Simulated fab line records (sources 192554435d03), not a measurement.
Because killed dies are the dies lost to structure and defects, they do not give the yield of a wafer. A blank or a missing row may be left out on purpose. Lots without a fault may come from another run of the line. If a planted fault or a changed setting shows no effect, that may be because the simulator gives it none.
Matching of chambers    flow n5 finfet    pecvd-03 running N5_BEOL_M4_DEP_57: 3 sister chambers
The step deposits SiCN from 3MS/NH3, target thk 8 nm, time 14 s. 6 wafers are shown with their chamber, then 9 later ones without.

== EACH WAFER AND ITS CHAMBER ==
wafer   chamber  throttle valve pct (%)  showerhead plenum p Torr (Torr)
L087.3  0        9.0                     3.648
L087.4  2        8.4                     3.689
L087.5  1        9.8                     3.675
L088.1  1        9.4                     3.667
L088.2  0        8.9                     3.656
L088.3  2        8.5                     3.684

== WAFERS WHOSE CHAMBER IS MISSING ==
wafer   throttle valve pct (%)  showerhead plenum p Torr (Torr)
L090.1  8.8                     3.649
L090.2  9.4                     3.670
L090.6  9.0                     3.649
L091.1  9.3                     3.659
L091.4  9.6                     3.665
L091.5  9.0                     3.663
L093.2  8.6                     3.680
L093.3  9.3                     3.667
L093.6  8.5                     3.685

== CHAMBER TAKEN BY EACH ==
wafer   from the rows above      in truth
L090.1  0                        0
L090.2  1                        1
L090.6  0                        0
L091.1  can't be placed: 0 or 1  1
L091.4  1                        1
L091.5  can't be placed: 0 or 1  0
L093.2  2                        2
L093.3  can't be placed: 1 or 0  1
L093.6  2                        2
Placed correctly: 6 of 9. Not placeable from these rows: 3 (in 3, the candidates include the true chamber). Number placed wrongly: 0.
How it was worked out, from the rows above alone: a wafer's distance from a chamber is the root of the sum, over the readings, of the square of ((its reading less the chamber's mean) divided by the reading's scatter). The wafer belongs to the nearest chamber; if the next one is less than 2 further off, it can't be placed. For every chamber, the mean is computed from those of its wafers that are shown. The scatter: take each reading less its chamber's mean, square it, sum over the shown wafers, divide by the number of wafers less the number of chambers, and take the root.
